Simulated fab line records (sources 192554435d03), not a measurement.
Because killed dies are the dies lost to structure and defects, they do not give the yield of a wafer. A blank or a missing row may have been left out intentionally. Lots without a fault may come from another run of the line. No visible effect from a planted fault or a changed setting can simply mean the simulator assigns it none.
fab line records -- flow n5_finfet
record lots=10, wafers=30, last_day=19
route steps=1938 shown BEOL_M9@1440
lots that met no fault: from a run of the same line without faults
start_h: the number of hours between the record's first day and the start of the first shown wafer of the lot -- wait_h: hours elapsed since this lot's preceding step -- " repeats the value in the row above -- L1.1+2: a single row standing in for several wafers -- - either no value or no given start -- * or withheld: withheld -- < > ~ a bound
route shown NAME@n: NAME is a module with steps in the file, n the number in the route of the first one -- usual: mean/standard deviation of fault-free wafers -- same: alike in all rows -- chamber/n: place in a boat -- sites: each site's reading -- _std_site: the values' standard deviation -- _edge_site: outer sites' mean less inner sites' -- radius_mm: how far each site lies from the wafer's centre -- mask NAME#n: copy n -- behind: the tool/chamber that last shaped the wafer -- hold: why the lot was held/for how many hours/how that ended -- device: whichever transistor did not switch (one of n, p or np) -- end of line: tests of these same wafers at the route's end -- a step given without rows: its recipe and nothing more -- killed: count of dies lost to structure and defects at first sort (not the wafer's yield) -- map: per-die view of a wafer (x killed, . not killed, _ where there is no die)
set.NAME: the run value of the setting; set.NAME@STEP: its run value at that earlier step -- model.NAME: the simulator's own value behind a step, which no gauge read
route steps across a sampled set of lots; one table per step, one row per wafer
services: when a tool's chamber went out of use (start_h, in hours from the record's first day, below 0 if earlier), for how many hours, and the reason
## steps
# step N5_BEOL_M9_ETCH_66
# recipe chemistry=N2/H2, target=SOC, target_depth_a=800, overetch_a=160, mask_material=SiARC, temp_c=40, time_s=120, ion_energy_ev=200, pressure_mtorr=30, source_w=840, bias_w=150, n2_flow_sccm=200, h2_flow_sccm=200
# usual drypump_motor_current_A=5.6/0.36, oes_product_au=0.62/0.08, rf_vpp_V=523.6/2.8, showerhead_plenum_p_Torr=2.54/0.098, throttle_valve_pct=17.79/0.25
lot.wafer,tool,chamber,start_h,wait_h,drypump_motor_current_A,oes_product_au,rf_hours_counter_h,rf_vpp_V,showerhead_plenum_p_Torr,throttle_valve_pct
L128.1,rie_diel-04,1,235.73,0.0,6.3,0.52,244,521.0,2.40,18.14
L128.2,rie_diel-04,0,235.73,0.0,5.8,0.70,30,521.9,2.50,17.56
L128.6,rie_diel-04,3,235.73,0.0,5.7,0.51,-,522.9,2.50,18.08
L127.1,rie_diel-02,3,235.89,0.0,5.7,0.54,238,523.8,2.50,18.18
L127.4,rie_diel-02,3,235.89,0.0,5.7,0.54,-,521.5,2.50,18.17
L127.6,rie_diel-02,0,235.89,0.0,5.4,0.69,-,526.5,2.58,17.64
L131.2,rie_diel-04,3,283.93,0.0,5.7,0.51,257,522.6,2.50,18.12
L131.3,rie_diel-04,2,283.93,0.0,5.2,0.55,191,527.9,2.65,18.11
L131.6,rie_diel-04,0,283.93,0.0,5.8,0.67,-,521.7,2.49,17.58
L132.1,rie_diel-06,2,306.06,0.0,5.2,0.52,242,525.3,2.62,18.01
L132.4,rie_diel-06,0,306.06,0.0,4.9,0.63,59,522.3,2.48,17.59
L132.6,rie_diel-06,1,306.06,0.0,5.6,0.54,-,519.8,2.39,17.69
L138.1,rie_diel-04,0,343.21,0.0,5.8,0.65,67,522.0,2.48,17.63
L138.4,rie_diel-04,2,343.21,0.0,5.3,0.54,214,526.3,2.64,18.15
L138.6,rie_diel-04,3,343.21,0.0,5.7,0.74,-,523.5,2.50,17.64
L137.1,rie_diel-02,0,344.12,0.0,5.4,0.69,23,525.9,2.58,17.64
L137.3,rie_diel-02,3,344.12,0.0,5.7,0.53,244,523.1,2.50,18.19
L137.4,rie_diel-02,1,344.12,0.0,6.0,0.54,205,520.7,2.42,17.66
L144.2,rie_diel-04,0,379.11,0.0,5.8,0.64,79,522.1,2.48,17.63
L144.5,rie_diel-04,2,379.11,0.0,5.3,0.53,-,526.3,2.64,18.16
L144.6,rie_diel-04,1,379.11,0.0,6.3,0.67,-,527.7,2.71,17.77
L141.2,rie_diel-04,1,380.67,0.0,6.3,0.67,34,527.5,2.71,17.76
L141.3,rie_diel-04,0,380.67,0.0,5.8,0.64,79,520.7,2.48,17.65
L141.6,rie_diel-04,0,380.67,0.0,5.8,0.64,-,521.5,2.48,17.64
L146.2,rie_diel-02,2,387.71,0.0,5.5,0.72,17,522.9,2.50,17.42
L146.4,rie_diel-02,3,387.71,0.0,5.7,0.77,2,523.4,2.50,17.77
L146.6,rie_diel-02,1,387.71,0.0,6.1,0.54,-,519.6,2.42,17.69
L149.2,rie_diel-02,0,392.50,0.0,5.4,0.67,41,526.2,2.57,17.68
L149.5,rie_diel-02,2,392.50,0.0,5.5,0.72,-,522.2,2.50,17.42
L149.6,rie_diel-02,3,392.50,0.0,5.7,0.76,-,521.6,2.49,17.77
# step N5_BEOL_M9_STRIP_36
# recipe chemistry=N2/H2, power_w=450, temp_c=40, pressure_mtorr=20, rf_frequency_hz=6e+07, overash_fraction=0.3, bias_power_w=7, h2_frac=0.5, n2_flow_sccm=200, h2_flow_sccm=200
# usual drypump_motor_current_A=5.6/0.36, oes_product_au=0.81/0.11, rf_vpp_V=59.4/1.4, showerhead_plenum_p_Torr=2.53/0.098, throttle_valve_pct=23.66/0.26
lot.wafer,tool,chamber,start_h,wait_h,drypump_motor_current_A,oes_product_au,rf_hours_counter_h,rf_vpp_V,showerhead_plenum_p_Torr,throttle_valve_pct
L128.1,rie_diel-04,1,235.89,0.0,6.3,0.68,244,60.0,2.40,24.09
L128.2,rie_diel-04,0,235.89,0.0,5.8,0.91,30,57.7,2.49,23.44
L128.6,rie_diel-04,3,235.89,0.0,5.7,0.67,-,57.8,2.50,23.91
L127.1,rie_diel-02,3,236.05,0.0,5.7,0.70,238,60.2,2.50,24.07
L127.4,rie_diel-02,3,236.05,0.0,5.7,0.71,-,59.5,2.50,24.06
L127.6,rie_diel-02,0,236.05,0.0,5.4,0.94,-,59.6,2.58,23.51
L131.2,rie_diel-04,3,284.10,0.0,5.6,0.64,257,59.1,2.49,23.94
L131.3,rie_diel-04,2,284.10,0.0,5.3,0.71,191,60.0,2.65,23.97
L131.6,rie_diel-04,0,284.10,0.0,5.8,0.88,-,57.4,2.49,23.48
L132.1,rie_diel-06,2,306.22,0.0,5.2,0.69,243,60.0,2.62,23.80
L132.4,rie_diel-06,0,306.22,0.0,4.9,0.81,59,59.2,2.48,23.46
L132.6,rie_diel-06,1,306.22,0.0,5.7,0.71,-,61.6,2.39,23.36
L138.1,rie_diel-04,0,343.37,0.0,5.8,0.86,67,59.2,2.48,23.52
L138.4,rie_diel-04,2,343.37,0.0,5.3,0.69,214,58.1,2.64,24.02
L138.6,rie_diel-04,3,343.37,0.0,5.7,0.95,-,58.8,2.49,23.54
L137.1,rie_diel-02,0,344.28,0.0,5.4,0.91,23,60.9,2.58,23.52
L137.3,rie_diel-02,3,344.28,0.0,5.7,0.70,244,58.5,2.49,24.07
L137.4,rie_diel-02,1,344.28,0.0,6.1,0.71,205,58.1,2.42,23.48
L144.2,rie_diel-04,0,379.27,0.0,5.8,0.83,79,60.9,2.47,23.52
L144.5,rie_diel-04,2,379.27,0.0,5.2,0.68,-,61.0,2.63,24.06
L144.6,rie_diel-04,1,379.27,0.0,6.3,0.90,-,57.9,2.70,23.76
L141.2,rie_diel-04,1,380.83,0.0,6.3,0.88,34,59.4,2.70,23.78
L141.3,rie_diel-04,0,380.83,0.0,5.8,0.83,80,59.5,2.47,23.52
L141.6,rie_diel-04,0,380.83,0.0,5.8,0.83,-,61.0,2.47,23.50
L146.2,rie_diel-02,2,387.87,0.0,5.5,0.93,17,56.9,2.49,23.30
L146.4,rie_diel-02,3,387.87,0.0,5.7,1.02,2,58.1,2.49,23.77
L146.6,rie_diel-02,1,387.87,0.0,6.1,0.68,-,60.1,2.41,23.53
L149.2,rie_diel-02,0,392.67,0.0,5.4,0.89,41,60.4,2.57,23.53
L149.5,rie_diel-02,2,392.67,0.0,5.5,0.94,-,57.1,2.49,23.31
L149.6,rie_diel-02,3,392.67,0.0,5.7,1.02,-,55.7,2.49,23.79
# step N5_BEOL_M9_ALD_74
# recipe material=TaN, target_thk_a=20, temp_c=275, ald_precursor_family=PDMAT, ald_co_reactant=NH3, pressure_torr=3, carrier_flow_sccm=1500, pulse_time_s=2, purge_time_s=3, co_reactant_purge_time_s=2, co_reactant_pulse_time_s=3, ald_cycles=40, precursor_vessel_temp_c=75, precursor_vessel_pressure_torr=26.25, precursor_vessel_carrier_sccm=1000
# usual ald_cycles=40/0, heater_power_w=401/45, precursor_vessel_carrier_sccm=999.8/3
# same pulse_time_s=2
lot.wafer,tool,chamber,start_h,wait_h,ald_cycles,heater_power_w,precursor_vessel_carrier_sccm
L127.1,ald_metal-04,0,237.27,0.1,40,482,998.6
L127.4,ald_metal-04,2,237.27,0.1,40,415,996.1
L127.6,ald_metal-04,0,237.27,0.1,40,477,1002.5
L128.1,ald_metal-03,3,238.37,0.0,40,339,999.4
L128.2,ald_metal-03,1,238.37,0.0,40,408,998.4
L128.6,ald_metal-03,1,238.37,0.0,40,407,1006.1
L131.2,ald_metal-04,2,284.97,0.0,40,412,996.4
L131.3,ald_metal-04,1,284.97,0.0,40,363,998.0
L131.6,ald_metal-04,0,284.97,0.0,40,468,999.3
L132.1,ald_metal-03,1,310.00,0.0,40,400,992.2
L132.4,ald_metal-03,0,310.00,0.0,40,383,1000.3
L132.6,ald_metal-03,0,310.00,0.0,40,384,996.9
L138.1,ald_metal-03,1,344.57,0.3,38,400,1000.2
L138.4,ald_metal-03,3,344.57,0.3,40,341,996.3
L138.6,ald_metal-03,1,344.57,0.3,38,414,995.4
L137.1,ald_metal-03,2,346.84,0.2,38,413,1004.1
L137.3,ald_metal-03,1,346.84,0.2,38,388,1000.1
L137.4,ald_metal-03,3,346.84,0.2,40,343,999.4
L144.2,ald_metal-04,2,380.50,0.0,40,425,1001.9
L144.5,ald_metal-04,2,380.50,0.0,40,425,1002.0
L144.6,ald_metal-04,3,380.50,0.0,40,346,1004.6
L141.2,ald_metal-03,0,383.95,0.0,40,379,1006.6
L141.3,ald_metal-03,3,383.95,0.0,38,341,997.2
L141.6,ald_metal-03,2,383.95,0.0,38,405,1002.9
L146.2,ald_metal-02,1,388.90,0.0,40,459,1000.3
L146.4,ald_metal-02,1,388.90,0.0,40,462,1007.0
L146.6,ald_metal-02,0,388.90,0.0,40,479,996.5
L149.2,ald_metal-02,2,394.28,0.0,40,413,1005.8
L149.5,ald_metal-02,2,394.28,0.0,40,426,1007.9
L149.6,ald_metal-02,0,394.28,0.0,40,485,1000.2
# step N5_BEOL_M9_RS_MEAS_57
# recipe thk_meas_gauge=four-point-probe, reads=Cu_of_BEOL_M9_ECD_50+Co_of_BEOL_M9_CVD_78+TaN_of_BEOL_M9_ALD_74
# usual M9_RS=0.152/0.0051
lot.wafer,tool,chamber,start_h,wait_h,M9_RS[ohm/sq]
L127.1,film_metro-02,-,238.70,0.1,0.150
L127.4,film_metro-02,-,238.70,0.1,0.152
L127.6,film_metro-02,-,238.70,0.1,0.150
L128.1,film_metro-02,-,239.82,0.1,0.153
L128.2,film_metro-02,-,239.82,0.1,0.148
L128.6,film_metro-02,-,239.82,0.1,0.151
L131.2,film_metro-01,-,288.42,0.1,0.149
L131.3,film_metro-01,-,288.42,0.1,0.155
L131.6,film_metro-01,-,288.42,0.1,0.150
L132.1,film_metro-01,-,311.75,0.1,0.151
L132.4,film_metro-01,-,311.75,0.1,0.153
L132.6,film_metro-01,-,311.75,0.1,0.147
L138.1,film_metro-01,-,347.57,0.1,0.151
L138.4,film_metro-01,-,347.57,0.1,0.158
L138.6,film_metro-01,-,347.57,0.1,0.151
L137.1,film_metro-02,-,348.43,0.1,0.147
L137.3,film_metro-02,-,348.43,0.1,0.154
L137.4,film_metro-02,-,348.43,0.1,0.157
L144.2,film_metro-02,-,382.46,0.1,0.155
L144.5,film_metro-02,-,382.46,0.1,0.160
L144.6,film_metro-02,-,382.46,0.1,0.150
L141.2,film_metro-01,-,385.89,0.1,0.142
L141.3,film_metro-01,-,385.89,0.1,0.151
L141.6,film_metro-01,-,385.89,0.1,0.150
L146.2,film_metro-02,-,390.85,0.1,0.148
L146.4,film_metro-02,-,390.85,0.1,0.148
L146.6,film_metro-02,-,390.85,0.1,0.161
L149.2,film_metro-01,-,395.97,0.1,0.151
L149.5,film_metro-01,-,395.97,0.1,0.152
L149.6,film_metro-01,-,395.97,0.1,0.148
## services
tool,chamber,start_h,hours,kind
ald_metal-03,1,224.18,4.7,repair
rie_diel-06,2,226.76,7.4,repair
rie_diel-04,3,236.60,5.9,repair
rie_diel-02,-,257.06,72.1,repair
rie_diel-04,1,265.95,-,clean
rie_diel-04,1,265.95,-,consumable_replace:focus_ring
rie_diel-04,1,265.95,-,consumable_replace:showerhead
rie_diel-04,1,265.95,20.5,scheduled_down
rie_diel-04,1,265.95,20.5,vent_cycle
ald_metal-02,-,272.63,8.7,pm
rie_diel-04,3,294.15,6.5,repair
rie_diel-04,3,300.66,-,clean
rie_diel-04,3,300.66,-,consumable_replace:focus_ring
ald_metal-04,3,303.04,30.8,repair
ald_metal-03,2,310.55,1.5,repair
rie_diel-02,-,329.20,14.6,pm
rie_diel-06,3,331.95,2.6,repair
rie_diel-04,-,336.59,4.8,repair
rie_diel-06,-,338.02,0.6,repair
rie_diel-06,0,347.58,3.7,repair
ald_metal-04,0,354.41,20.4,repair
rie_diel-06,-,354.64,4.3,pm
ald_metal-02,3,356.86,43.2,repair
ald_metal-03,-,382.36,0.4,repair
## key
first_sign step=N5_BEOL_M9_ALD_74, reading=ald_cycles, direction=down, sigmas=99+, usual=*, struck=*
effect none on later readings
met_at N5_BEOL_M9_ALD_74
struck_lots L137,L138,L141
struck_wafers L137.1,L137.3,L138.1,L138.6,L141.3,L141.6
not_acting_at N5_BEOL_M9_ETCH_66,N5_BEOL_M9_STRIP_36,N5_BEOL_M9_RS_MEAS_57
onset_between 310.00 344.57
fault kind=process_parameter_drift, tool=ald_metal-03, chamber=-, onset_h=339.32, steps=N5_BEOL_M9_ALD_74, channel=ald_cycles, offset=*, shape=step, end_h=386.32, scope=struck_wafers_only, acts_in=*, stated=*
